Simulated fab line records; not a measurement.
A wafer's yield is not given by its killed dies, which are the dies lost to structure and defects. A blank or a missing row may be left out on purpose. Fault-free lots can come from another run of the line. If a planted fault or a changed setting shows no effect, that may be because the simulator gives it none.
Matching of chambers :: flow n5 finfet :: N5_SDB_DESCUM_16 on rie diel-04 has 4 sister chambers
The step chemistry O2, time 7.9 s. 7 wafers are shown with their chamber, then 7 later ones without.

EACH WAFER AND ITS CHAMBER
wafer: L087.4
chamber: 3
drypump motor current A (A): 6.7
oes product au (a.u.): 0.88

wafer: L088.2
chamber: 2
drypump motor current A (A): 6.0
oes product au (a.u.): 0.70

wafer: L089.1
chamber: 1
drypump motor current A (A): 5.7
oes product au (a.u.): 0.81

wafer: L091.4
chamber: 0
drypump motor current A (A): 5.8
oes product au (a.u.): 0.77

wafer: L091.5
chamber: 1
drypump motor current A (A): 5.6
oes product au (a.u.): 0.80

wafer: L093.1
chamber: 2
drypump motor current A (A): 6.0
oes product au (a.u.): 0.70

wafer: L093.4
chamber: 0
drypump motor current A (A): 5.8
oes product au (a.u.): 0.77

WAFERS MISSING THEIR CHAMBER
wafer: L093.5
drypump motor current A (A): 5.8
oes product au (a.u.): 0.77

wafer: L095.2
drypump motor current A (A): 5.8
oes product au (a.u.): 0.78

wafer: L095.3
drypump motor current A (A): 6.7
oes product au (a.u.): 0.86

wafer: L095.5
drypump motor current A (A): 5.8
oes product au (a.u.): 0.77

wafer: L097.3
drypump motor current A (A): 5.8
oes product au (a.u.): 0.77

wafer: L097.5
drypump motor current A (A): 6.0
oes product au (a.u.): 0.69

wafer: L097.6
drypump motor current A (A): 5.7
oes product au (a.u.): 0.78

THE CHAMBER EACH PASSED THROUGH
wafer: L093.5
from the rows above: 0
in truth: 0

wafer: L095.2
from the rows above: 0
in truth: 0

wafer: L095.3
from the rows above: 3
in truth: 3

wafer: L095.5
from the rows above: 0
in truth: 0

wafer: L097.3
from the rows above: 0
in truth: 0

wafer: L097.5
from the rows above: 2
in truth: 2

wafer: L097.6
from the rows above: 0
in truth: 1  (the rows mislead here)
6 of 7 placed correctly. Number that these rows cannot place: 0. 1 placed wrongly.
How it was worked out, from the rows above alone: a wafer's distance from a chamber is the root of the sum, over the readings, of the square of ((its reading less the chamber's mean) divided by the reading's scatter). If the next closest chamber is less than 2 further off than the closest, the wafer can't be placed; otherwise it belongs to the closest. Each chamber's mean is taken over the wafers shown for it. The scatter: take each reading less its chamber's mean, square it, sum over the shown wafers, divide by the number of wafers less the number of chambers, and take the root.
